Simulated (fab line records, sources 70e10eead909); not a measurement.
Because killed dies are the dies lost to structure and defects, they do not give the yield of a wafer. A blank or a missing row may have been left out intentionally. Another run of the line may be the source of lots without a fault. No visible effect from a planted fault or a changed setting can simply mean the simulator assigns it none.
Matching of chambers | flow nand-harc | rie-diel-06 running NHARC_A_STAIRCASE_DESCUM_291: 4 sister chambers
The step chemistry O2, time 3 s. 8 wafers are shown with their chamber, then 12 later ones without.

WAFERS PAIRED WITH THEIR CHAMBERS
wafer  | chamber | showerhead-plenum-p-Torr (Torr) | drypump-motor-current-A (A)
L082.2 | 3       | 1.81                            | 6.1
L086.4 | 3       | 1.81                            | 6.1
L087.1 | 0       | 1.81                            | 5.7
L087.3 | 2       | 2.07                            | 5.5
L087.6 | 1       | 1.85                            | 5.0
L089.1 | 1       | 1.85                            | 5.0
L089.2 | 2       | 2.06                            | 5.6
L089.6 | 0       | 1.81                            | 5.7

WAFERS WITHOUT THEIR CHAMBER
wafer  | showerhead-plenum-p-Torr (Torr) | drypump-motor-current-A (A)
L090.2 | 1.81                            | 5.6
L090.5 | 1.81                            | 5.7
L090.6 | 1.85                            | 5.0
L092.2 | 2.06                            | 5.6
L092.3 | 1.81                            | 5.7
L092.6 | 1.85                            | 5.0
L093.2 | 1.81                            | 5.7
L093.3 | 1.85                            | 5.0
L093.5 | 1.81                            | 5.6
L097.2 | 1.85                            | 5.0
L097.5 | 2.06                            | 5.6
L097.6 | 1.80                            | 6.1

CHAMBER TAKEN BY EACH
wafer  | from the rows above | in truth
L090.2 | 0                   | 0
L090.5 | 0                   | 0
L090.6 | 1                   | 1
L092.2 | 2                   | 2
L092.3 | 0                   | 0
L092.6 | 1                   | 1
L093.2 | 0                   | 0
L093.3 | 1                   | 1
L093.5 | 0                   | 0
L097.2 | 1                   | 1
L097.5 | 2                   | 2
L097.6 | 3                   | 3
12 of 12 placed correctly. Left unplaced by these rows: 0. 0 placed wrongly.
How it was worked out, from the rows above alone: a wafer's distance from a chamber is the root of the sum, over the readings, of the square of ((its reading less the chamber's mean) divided by the reading's scatter). The wafer belongs to the nearest chamber; if the next one is less than 2 further off, it can't be placed. For every chamber, the mean is computed from those of its wafers that are shown. The scatter: take each reading less its chamber's mean, square it, sum over the shown wafers, divide by the number of wafers less the number of chambers, and take the root.
